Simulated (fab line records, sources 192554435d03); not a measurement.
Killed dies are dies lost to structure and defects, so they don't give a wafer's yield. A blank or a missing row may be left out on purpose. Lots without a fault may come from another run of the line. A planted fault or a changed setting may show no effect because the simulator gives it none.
Which tool did it? | flow n5_finfet | 8 lots, 24 wafers sampled, at 2 steps of a route of 1938

WHAT THE GAUGES READ, wafer by wafer
N5_BEOL_M4_RC_MEAS_101.
lot  | measured     | on        | DIBL_N (mV/V)  | DIBL_P (mV/V)  | IOFF_N (nA/um) | IOFF_P (nA/um) | ION_N (uA/um) | ION_P (uA/um) | SS_N (mV/dec)  | SS_P (mV/dec)  | VT_N (mV)   | VT_P (mV)
L526 | day 8 08:48  | prober-02 | 37.4 36.6 35.1 | 36.5 35.8 33.8 | 0.15 0.14 0.12 | 0.24 0.22 0.19 | 659 675 660   | 462 468 459   | 71.5 71.6 71.0 | 73.7 72.6 72.4 | 254 251 260 | -248 -247 -251
L530 | day 9 14:52  | prober-02 | 36.4 35.3 37.1 | 33.6 33.9 35.6 | 0.15 0.13 0.15 | 0.16 0.17 0.19 | 659 662 655   | 444 460 451   | 72.3 71.5 72.4 | 72.5 72.7 73.2 | 252 254 253 | -255 -250 -251
L535 | day 10 23:00 | prober-01 | 38.0 38.7 37.4 | 36.8 37.3 36.1 | 0.17 0.19 0.16 | 0.23 0.25 0.23 | 673 683 670   | 459 459 462   | 72.2 72.0 71.8 | 73.5 74.0 73.5 | 249 248 250 | -250 -247 -248
L538 | day 11 07:52 | prober-02 | 37.6 35.9 37.7 | 36.5 35.0 35.6 | 0.17 0.15 0.17 | 0.23 0.20 0.21 | 677 673 662   | 465 459 452   | 71.9 71.4 72.7 | 72.9 73.3 73.9 | 248 249 248 | -250 -251 -250
L539 | day 12 15:04 | prober-01 | 38.5 33.3 37.5 | 39.1 33.7 38.1 | 0.21 0.12 0.19 | 0.25 0.16 0.24 | 695 678 675   | 472 468 473   | 71.6 70.8 71.2 | 73.3 72.7 73.4 | 244 251 247 | -249 -256 -252
L540 | day 12 15:14 | prober-02 | 33.8 36.3 40.6 | 32.9 36.2 42.1 | 0.11 0.16 0.27 | 0.17 0.23 0.35 | 653 667 686   | 454 462 471   | 71.0 71.6 72.9 | 71.8 72.4 74.0 | 254 247 239 | -251 -245 -246
L541 | day 12 18:20 | prober-02 | 34.3 34.9 35.1 | 35.1 35.1 35.3 | 0.12 0.13 0.13 | 0.18 0.18 0.19 | 663 658 661   | 460 455 461   | 70.5 70.7 71.6 | 72.7 72.0 73.0 | 253 251 254 | -251 -254 -252
L546 | day 13 20:07 | prober-01 | 35.2 35.2 35.2 | 34.2 34.8 34.8 | 0.14 0.14 0.14 | 0.21 0.22 0.22 | 664 677 667   | 461 471 464   | 71.9 72.0 71.6 | 72.5 72.5 72.4 | 250 251 250 | -246 -248 -246

N5_BEOL_M8_INSPECT_58: inspects for defects (darkfield).
lot  | measured     | on                | raw_defect_count
L526 | day 9 22:01  | defect_inspect-02 | 48 43 37
L530 | day 11 06:53 | defect_inspect-02 | 52 84 55
L535 | day 13 01:36 | defect_inspect-01 | 80 91 54
L538 | day 13 01:28 | defect_inspect-01 | 76 117 97
L539 | day 14 02:38 | defect_inspect-02 | 46 62 49
L540 | day 14 07:47 | defect_inspect-02 | 58 61 67
L541 | day 14 08:37 | defect_inspect-02 | 77 52 80
L546 | day 15 10:59 | defect_inspect-01 | 68 91 58

WHICH TOOL RAN EACH LOT (tool, then ch and the chambers of the sampled wafers, then the start)
The record holds no process step before these readings.

WHAT THE TOOLS THEMSELVES READ (means of the sampled wafers that have a number; where no wafer has one, the mark that the record gives instead)
The record holds no such reading with a usual standard deviation.

THE ANSWER, worked out from the rows above alone
Rule: what is usual is taken from the lots themselves. Put in order of their means at a reading, lots are off if they are a third of the lots or fewer, leave a main group of 4 or more, and stand apart from it by a gap of 3 or more times the standard deviation of the main group's means; of several such gaps the widest counts. A main group whose means are all the same, to the digits that the tables above print for the reading, isn't used. A lot without any number at a reading at which 4 lots or more have one is off too. The other lots that the step has rows for count as sound. The gauges are gone through in route order, then the tools' own readings, and for those a lot's mean is taken as printed above. The first step at which some lot is off is used, and at that step the reading that is off furthest; a lot without a number counts as furthest.
No lot is off at any reading shown: from this, nothing can be told.

WHAT THE SIMULATOR HAD PUT IN
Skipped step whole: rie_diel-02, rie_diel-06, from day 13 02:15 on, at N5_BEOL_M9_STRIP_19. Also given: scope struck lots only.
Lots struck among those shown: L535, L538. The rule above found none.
